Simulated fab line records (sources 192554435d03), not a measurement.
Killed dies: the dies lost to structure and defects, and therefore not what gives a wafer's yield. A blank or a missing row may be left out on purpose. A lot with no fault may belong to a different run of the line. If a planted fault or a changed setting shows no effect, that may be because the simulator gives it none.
Struck lot and sound lot, side by side || flow n5Finfet || 16 out of 1938 route steps
Sound: wafers L720.1, L720.3, L720.6. Struck: wafers L733.1, L733.4. (L733.6 of the same lot was not struck and is left out.) The cause comes at the end.
Per side, at each step with rows, come the tool, then ch with its chambers, and then its first start. Under that, the readings that differ: sound wafers || struck wafers || difference of the means || sigmas: that difference in standard deviations of wafers without a fault.
alike: readings whose means differ by less than 2 such deviations, and words and numbers that are the same on both sides. not compared: withheld readings, readings that some wafer has no value for, bounds like >300 that may hide the same value, and numbers for which the record gives no deviation and whose values overlap.
A row with sigmas, a row that says differs or no value, or rows on one side alone: a step with any of these is where the two part. Non-overlapping numbers with no deviation appear without sigmas and do not part them. A reading that every wafer of one side lacks parts them only if that side has two wafers or more.

N5_BEOL_M8_ALD_77: deposits TaN, target thk 2 nm, pulse time 2 s, purge time 3 s.
  sound on aldMetal-02 ch 0,2, day 10 11:19; struck on aldMetal-03 ch 1,3, day 13 17:59
  alike: heaterPowerW, mfcCarrierSccm
N5_BEOL_M8_SURFACE_TREAT_79:
  struck on pvdSputter-01, day 13 18:34; sound on pvdSputter-03, day 10 11:46
  not compared: pressureMtorr, throttleValvePct
then, 5 steps without rows for these wafers: N5_BEOL_M8_CVD_78 (deposits Co from CCTBA/H2, target thk 2 nm, time 142.3 s); N5_BEOL_M8_SPUTTER_48 (material Cu, target thk 10 nm, time 1.667 s); N5_BEOL_M8_ECD_50 (material Cu, target thk 300 nm); N5_BEOL_M8_ANNEAL_51 (time 90 s); N5_BEOL_M8_CMP_52 (polishes, stops on SiCOH lowk, t overpolish 6.9 s, target thk 80 nm).
N5_BEOL_M8_THK_MEAS_53: measures by xrf.
  struck on filmMetro-01, day 13 20:28; sound on filmMetro-02, day 10 13:59
  alike: M8_THK
then, 1 step without rows for these wafers: N5_BEOL_M8_PRE_CLEAN_55 (time 15 s).
N5_BEOL_M8_DEP_56: deposits SiCN from 3MS/NH3, target thk 10 nm, time 17.5 s.
  sound on pecvd-02 ch 0,1,2, day 10 14:02; struck on pecvd-01 ch 1,2, day 13 20:32
  alike: showerheadPlenumPTorr, throttleValvePct
N5_BEOL_M8_RS_MEAS_57: the measuring method here is four-point-probe.
  struck on filmMetro-02, day 13 20:36; sound on filmMetro-02, day 10 14:07
  alike: M8_RS
N5_BEOL_M8_INSPECT_58: inspects for defects (darkfield).
  struck on defectInspect-02, day 13 20:38; sound on defectInspect-02, day 10 14:08
  alike: rawDefectCount
N5_BEOL_M9_ILD_DEP_00: deposits SiCOH lowk from DEMS/porogen, target thk 308.51 nm, time 58 s.
  sound on pecvd-01 ch 1, day 10 14:10; struck on pecvd-01 ch 0, day 13 20:40
  alike: heaterPowerW, showerheadPlenumPTorr, throttleValvePct
N5_BEOL_M9_CURE_71: cures SiCOH lowk, time 240 s.
  sound on uvCure-03 ch 1, day 10 14:17; struck on uvCure-03 ch 1, day 13 20:44
  alike: lampPowerPct, wafer_temp_C_max
N5_BEOL_M9_THK_MEAS_01:
  struck on filmMetro-02, day 13 21:16; sound on filmMetro-02, day 10 14:47
{"reading": "M9_ILD_THK (nm)", "sound": "271 275 273", "struck": "231 238", "difference": -38, "sigmas": -12}
N5_BEOL_M9_PECVD_70: deposits SiO2 from TEOS/O2, target thk 20 nm, time 22.7 s.
  sound on pecvd-03 ch 0,1,2, day 10 14:50; struck on pecvd-02 ch 0,2, day 13 21:19
  alike: heaterPowerW, showerheadPlenumPTorr, throttleValvePct

== WHERE THEY PART ==
At N5_BEOL_M9_THK_MEAS_01 and nowhere else, as far as this record goes. Later steps at which nothing parts them and some readings are alike: N5_BEOL_M9_PECVD_70.

WHY: whatever the simulator had introduced
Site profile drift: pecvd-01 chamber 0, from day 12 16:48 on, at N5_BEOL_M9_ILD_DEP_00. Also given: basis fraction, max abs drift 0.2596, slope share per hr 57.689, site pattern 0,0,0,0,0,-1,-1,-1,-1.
